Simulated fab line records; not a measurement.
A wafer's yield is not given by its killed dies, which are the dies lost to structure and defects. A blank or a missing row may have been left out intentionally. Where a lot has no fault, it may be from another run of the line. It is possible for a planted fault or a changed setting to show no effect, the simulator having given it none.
Which tool was responsible? -- flow n5-finfet -- Sampling: 24 lots, 72 wafers, 3 of 1938 route steps

WHAT THE GAUGES READ, wafer by wafer
N5_BEOL_M11_OCD_MEAS_38.
lot,measured,on,trench-depth-nm (nm)
L074,day 10 04:54,ocd-02,148.2 144.3 144.4
L075,day 10 05:19,ocd-02,153.2 153.9 150.6
L076,day 11 01:19,ocd-02,153.7 150.5 153.4
L077,day 11 01:32,ocd-01,148.9 148.2 147.3
L078,day 11 08:09,ocd-01,150.3 146.9 143.8
L081,day 12 01:08,ocd-02,146.4 144.9 149.7
L079,day 12 04:04,ocd-02,146.0 147.9 151.5
L080,day 12 04:28,ocd-01,147.6 148.3 149.4
L082,day 12 14:26,ocd-02,153.6 154.0 151.8
L083,day 13 01:53,ocd-02,147.7 147.5 147.9
L084,day 13 10:35,ocd-01,147.9 144.5 150.2
L085,day 13 14:02,ocd-01,146.5 144.5 145.5
L086,day 13 18:06,ocd-02,149.3 150.0 148.8
L088,day 14 03:22,ocd-01,154.4 155.5 154.2
L087,day 14 05:45,ocd-01,150.7 145.8 146.0
L089,day 14 09:40,ocd-01,148.8 152.3 148.1
L091,day 14 18:16,ocd-02,150.1 153.3 150.5
L090,day 14 18:37,ocd-01,147.4 145.9 147.6
L093,day 15 10:58,ocd-02,151.8 150.6 147.9
L092,day 15 11:23,ocd-02,145.7 150.4 153.6
L095,day 15 18:01,ocd-01,145.1 147.6 145.9
L097,day 15 19:32,ocd-01,146.0 150.9 149.9
L094,day 15 20:47,ocd-02,149.1 151.5 151.2
L096,day 15 22:16,ocd-01,146.0 144.2 147.9

N5_BEOL_M11_CD_MEAS_35: target cd 70 nm.
lot,measured,on,cd-nm (nm)
L074,day 10 05:03,cd-sem-02,70.6 69.3 70.1
L075,day 10 05:28,cd-sem-01,69.7 71.1 70.9
L076,day 11 01:28,cd-sem-03,70.0 70.5 69.2
L077,day 11 01:41,cd-sem-01,70.5 70.2 70.1
L078,day 11 08:18,cd-sem-03,69.9 70.1 70.2
L081,day 12 01:17,cd-sem-02,70.2 69.7 70.1
L079,day 12 04:21,cd-sem-02,70.5 69.0 70.7
L080,day 12 04:37,cd-sem-02,68.9 69.8 69.3
L082,day 12 14:35,cd-sem-03,70.0 70.3 69.3
L083,day 13 02:02,cd-sem-03,70.3 69.6 69.5
L084,day 13 10:44,cd-sem-03,69.9 69.8 69.2
L085,day 13 14:11,cd-sem-02,70.2 70.1 71.6
L086,day 13 18:15,cd-sem-02,70.5 70.7 70.2
L088,day 14 03:32,cd-sem-03,69.5 69.4 70.5
L087,day 14 05:55,cd-sem-02,70.0 70.1 69.5
L089,day 14 09:49,cd-sem-03,70.0 70.2 70.6
L091,day 14 18:25,cd-sem-02,69.3 70.4 70.3
L090,day 14 18:46,cd-sem-03,68.9 69.4 68.7
L093,day 15 11:07,cd-sem-03,70.4 70.6 69.8
L092,day 15 11:32,cd-sem-02,69.5 70.2 69.6
L095,day 15 18:10,cd-sem-03,70.2 70.2 71.2
L097,day 15 19:41,cd-sem-03,71.3 70.0 70.1
L094,day 15 20:56,cd-sem-03,69.1 69.5 70.4
L096,day 15 22:25,cd-sem-02,69.6 69.6 69.5

TOOL THAT RAN EACH LOT (tool first, then ch and the chambers of the sampled wafers, then the start)
lot,N5_BEOL_M11_CURE_71
L074,"uv-cure-02 ch 2, day 10 00:59"
L075,"uv-cure-03 ch 0, day 10 01:08"
L076,"uv-cure-02 ch 1, day 10 20:03"
L077,"uv-cure-03 ch 1, day 10 21:04"
L078,"uv-cure-02 ch 0, day 11 04:10"
L081,"uv-cure-01 ch 2, day 11 20:22"
L079,"uv-cure-03 ch 0, day 11 23:56"
L080,"uv-cure-02 ch 0, day 12 00:06"
L082,"uv-cure-01 ch 1, day 12 07:03"
L083,"uv-cure-03 ch 2, day 12 20:47"
L084,"uv-cure-03 ch 1, day 13 05:28"
L085,"uv-cure-01 ch 2, day 13 07:41"
L086,"uv-cure-01 ch 2, day 13 14:13"
L088,"uv-cure-03 ch 2, day 13 20:50"
L087,"uv-cure-01 ch 0, day 14 02:21"
L089,"uv-cure-03 ch 2, day 14 07:02"
L091,"uv-cure-01 ch 0, day 14 13:55"
L090,"uv-cure-01 ch 1, day 14 15:28"
L093,"uv-cure-03 ch 1, day 15 05:43"
L092,"uv-cure-02 ch 1, day 15 06:14"
L095,"uv-cure-02 ch 1, day 15 13:08"
L097,"uv-cure-02 ch 1, day 15 14:33"
L094,"uv-cure-03 ch 0, day 15 16:14"
L096,"uv-cure-03 ch 2, day 15 19:02"
- N5_BEOL_M11_CURE_71: cures SiCOH lowk, time 240 s.

WHAT THE TOOLS THEMSELVES READ (means of the sampled wafers that have a number; where no wafer has one, the mark that the record gives instead)
N5_BEOL_M11_CURE_71.
lot,tool,lamp-power-pct (%),wafer_temp_C_max
L074,uv-cure-02,52.31,387.1
L075,uv-cure-03,52.35,386.9
L076,uv-cure-02,52.32,386.2
L077,uv-cure-03,52.29,386.0
L078,uv-cure-02,52.28,386.7
L081,uv-cure-01,52.33,388.3
L079,uv-cure-03,52.25,387.8
L080,uv-cure-02,52.32,386.4
L082,uv-cure-01,52.33,386.7
L083,uv-cure-03,52.31,386.6
L084,uv-cure-03,52.27,386.0
L085,uv-cure-01,52.25,388.4
L086,uv-cure-01,52.28,387.8
L088,uv-cure-03,52.29,386.2
L087,uv-cure-01,52.32,386.1
L089,uv-cure-03,52.31,386.0
L091,uv-cure-01,52.34,386.0
L090,uv-cure-01,52.29,386.6
L093,uv-cure-03,52.34,385.8
L092,uv-cure-02,52.33,386.3
L095,uv-cure-02,52.32,386.1
L097,uv-cure-02,52.33,386.1
L094,uv-cure-03,52.27,387.7
L096,uv-cure-03,52.33,386.1

THE ANSWER, worked out from the rows above alone
Rule: usual is defined by the lots themselves. Put in order of their means at a reading, lots are off if they are a third of the lots or fewer, leave a main group of 4 or more, and stand apart from it by a gap of 3 or more times the standard deviation of the main group's means; of several such gaps the widest counts. Not used: any main group whose means are identical at the precision the tables above print for the reading. Also off: a lot with no number at a reading for which 4 or more lots have one. Where the step has rows for the other lots, those lots are counted as sound. Order of review: gauges by route order, followed by the tools' own readings, for which a lot's mean as printed above is used. At the first step where some lot is off, the reading lying furthest off is the one used; lots without a number count as furthest.
No lot is off on any of the readings shown, so nothing can be concluded from this.

WHAT HAD BEEN PUT IN BY THE SIMULATOR
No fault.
